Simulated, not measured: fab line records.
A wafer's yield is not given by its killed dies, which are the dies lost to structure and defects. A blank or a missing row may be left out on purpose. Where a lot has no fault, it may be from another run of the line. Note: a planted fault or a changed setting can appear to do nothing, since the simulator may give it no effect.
Which tool is to blame?    flow nand-harc    13 lots, 39 wafers sampled, at 5 steps of a route of 1159

## WHAT THE GAUGES READ, wafer by wafer
NHARC_A_CONTACT_CD_MEAS_80. Usual: cd-nm 189.8 nm, standard deviation 0.74.
lot   measured      on         cd-nm (nm)         flag
L520  day 16 19:20  cd-sem-01  189.8 189.4 189.5  
L522  day 16 20:57  cd-sem-02  189.7 190.4 190.3  
L521  day 16 21:26  cd-sem-03  189.9 189.4 190.1  
L523  day 17 06:43  cd-sem-03  190.0 190.1 190.0  
L525  day 17 13:11  cd-sem-03  189.0 189.6 190.3  
L524  day 17 16:53  cd-sem-03  189.6 188.6 189.0  
L526  day 17 23:09  cd-sem-01  189.5 188.9 189.7  
L528  day 18 23:10  cd-sem-03  189.9 189.6 189.5  
L530  day 19 03:19  cd-sem-01  190.4 189.4 189.6  
L534  day 19 13:11  cd-sem-02  190.2 189.8 190.0  
L533  day 19 13:30  cd-sem-02  189.7 188.7 189.1  
L535  day 20 03:44  cd-sem-03  190.7 189.7 190.6  
L542  day 23 07:23  cd-sem-02  191.4 190.8 191.1  

NHARC_END_SORT_01. Usual: killed-at-array 28, standard deviation 11; killed-at-other 0.7, standard deviation 1.1; killed-at-periphery 2.9, standard deviation 2; killed-dies 32, standard deviation 11; killed-open 3.2, standard deviation 1.8; killed-short 2.0, standard deviation 1.4.
lot   measured      on         killed-at-array  killed-at-other  killed-at-periphery  killed-dies  killed-open  killed-short  flag
L520  day 19 12:55  prober-02  27 29 26         2 0 0            3 2 1                32 31 27     3 3 4        2 2 0         
L534  day 21 22:17  prober-02  27 26 32         1 0 1            1 1 2                29 27 35     3 7 2        3 0 5         
L535  day 22 16:16  prober-01  43               0                2                    45           1            3             

## WHICH TOOL RAN EACH LOT (tool, then ch and the chambers of the sampled wafers, then the start)
lot   NHARC_A_CONTACT_ETCH_133              NHARC_A_CONTACT_DEP_85           NHARC_A_CONTACT_ETCH_89
L520  har-cap-etch-03 ch 0,1, day 16 18:38  pecvd-01 ch 1,2, day 16 21:42    rie-diel-04 ch 0,1,3, day 16 22:45
L522  har-cap-etch-01 ch 0,1, day 16 20:13  pecvd-01 ch 0,1,2, day 16 23:10  rie-diel-04 ch 1,2,3, day 17 00:14
L521  har-cap-etch-02 ch 0,1, day 16 20:34  pecvd-01 ch 0,1,2, day 17 00:28  rie-diel-06 ch 0,2, day 17 01:36
L523  har-cap-etch-02 ch 0,1, day 17 05:54  pecvd-01 ch 0,1,2, day 17 09:07  rie-diel-08 ch 0,2,3, day 17 10:03
L525  har-cap-etch-02 ch 0,1, day 17 12:23  pecvd-04 ch 0,1,2, day 17 15:29  rie-diel-08 ch 2,3, day 17 16:25
L524  har-cap-etch-01 ch 0,1, day 17 16:05  pecvd-01 ch 0,1, day 17 20:43    rie-diel-08 ch 0,1,3, day 17 21:48
L526  har-cap-etch-03 ch 0,1, day 17 22:20  pecvd-01 ch 1,2, day 18 01:35    rie-diel-04 ch 1,2, day 18 02:41
L528  har-cap-etch-02 ch 0,1, day 18 22:21  pecvd-01 ch 0,1,2, day 19 03:25  rie-diel-06 ch 0,3, day 19 04:38
L530  har-cap-etch-01 ch 0,1, day 19 02:14  pecvd-04 ch 0,1,2, day 19 05:32  rie-diel-08 ch 0,2,3, day 19 06:43
L534  har-cap-etch-02 ch 1, day 19 12:23    pecvd-01 ch 0,1,2, day 19 16:03  rie-diel-08 ch 0,1,2, day 19 17:29
L533  har-cap-etch-03 ch 0,1, day 19 12:46  pecvd-04 ch 0,1,2, day 19 16:55  rie-diel-04 ch 0,3, day 19 17:51
L535  har-cap-etch-03 ch 0,1, day 20 02:56  pecvd-04 ch 0,1, day 20 06:42    rie-diel-08 ch 0,3, day 20 07:52
L542  har-cap-etch-02 ch 0,1, day 23 06:31  pecvd-04 ch 1,2, day 23 11:05    rie-diel-04 ch 1,2,3, day 23 12:08
- NHARC_A_CONTACT_ETCH_133: etches the open film in C4F8/O2/Ar, time 195 s, target depth 840 nm.
- NHARC_A_CONTACT_DEP_85: deposits SiON, target thk 50 nm.
- NHARC_A_CONTACT_ETCH_89: etches the open film in N2/H2, target depth 260 nm, time 475.3 s.

## WHAT THE TOOLS THEMSELVES READ (means of the sampled wafers that have a number; where no wafer has one, the mark that the record gives instead)
NHARC_A_CONTACT_DEP_85. Usual: heater-power-w 773 W, standard deviation 79.
lot   tool      heater-power-w (W)  flag
L520  pecvd-01  717                 
L522  pecvd-01  805                 
L521  pecvd-01  823                 
L523  pecvd-01  772                 
L525  pecvd-04  736                 
L524  pecvd-01  868                 
L526  pecvd-01  868                 
L528  pecvd-01  840                 
L530  pecvd-04  732                 
L534  pecvd-01  792                 
L533  pecvd-04  659                 
L535  pecvd-04  615                 
L542  pecvd-04  705                 

NHARC_A_CONTACT_ETCH_89. Usual: drypump-motor-current-A 5.8 A, standard deviation 0.41; oes-product-au 1.000 a.u., standard deviation 0.01; rf-vpp-V 430.5 V, standard deviation 2.7; showerhead-plenum-p-Torr 2.04 Torr, standard deviation 0.095; throttle-valve-pct 14.172 %, standard deviation 0.0093.
lot   tool         drypump-motor-current-A (A)  oes-product-au (a.u.)  rf-vpp-V (V)  showerhead-plenum-p-Torr (Torr)  throttle-valve-pct (%)  flag
L520  rie-diel-04  5.7                          0.993                  430.8         2.06                             14.170                  
L522  rie-diel-04  5.7                          0.993                  432.4         2.10                             14.170                  
L521  rie-diel-06  5.7                          1.002                  426.6         1.90                             14.175                  
L523  rie-diel-08  5.8                          1.006                  430.0         2.02                             14.171                  
L525  rie-diel-08  5.3                          1.005                  431.9         2.09                             14.167                  
L524  rie-diel-08  6.2                          1.000                  427.9         1.96                             14.172                  
L526  rie-diel-04  5.6                          1.003                  432.7         2.12                             14.161                  
L528  rie-diel-06  5.7                          1.007                  433.4         2.13                             14.175                  
L530  rie-diel-08  5.8                          1.004                  429.7         2.02                             14.178                  
L534  rie-diel-08  5.8                          0.998                  429.5         2.03                             14.177                  
L533  rie-diel-04  5.8                          0.988                  431.4         2.08                             14.174                  
L535  rie-diel-08  6.2                          0.961                  428.8         1.95                             14.181                  OFF
L542  rie-diel-04  5.7                          1.006                  431.5         2.08                             14.163                  

## THE ANSWER, worked out from the rows above alone
Rule: a lot counts as off when the mean over its wafers that have a number is more than 3 standard deviations away from the usual mean. Also off: a lot with no number at a reading for which 4 or more lots have one. Any other lot the step has rows for is counted as sound. First the gauges in route order, then the tools' own readings, where a lot's mean is used as printed above. The first step at which some lot is off is used, and at that step the reading that is off furthest; a lot without a number counts as furthest.
Off: L535, at NHARC_A_CONTACT_ETCH_89 (oes-product-au).
If a tool, at that step or one of the process steps before it, ran each lot that is off and ran no sound lot following the first of them, it fits. Undecided on this evidence; 2 tools fit (har-cap-etch-03 at NHARC_A_CONTACT_ETCH_133, rie-diel-08 at NHARC_A_CONTACT_ETCH_89).

## WHAT WAS PUT IN BY THE SIMULATOR
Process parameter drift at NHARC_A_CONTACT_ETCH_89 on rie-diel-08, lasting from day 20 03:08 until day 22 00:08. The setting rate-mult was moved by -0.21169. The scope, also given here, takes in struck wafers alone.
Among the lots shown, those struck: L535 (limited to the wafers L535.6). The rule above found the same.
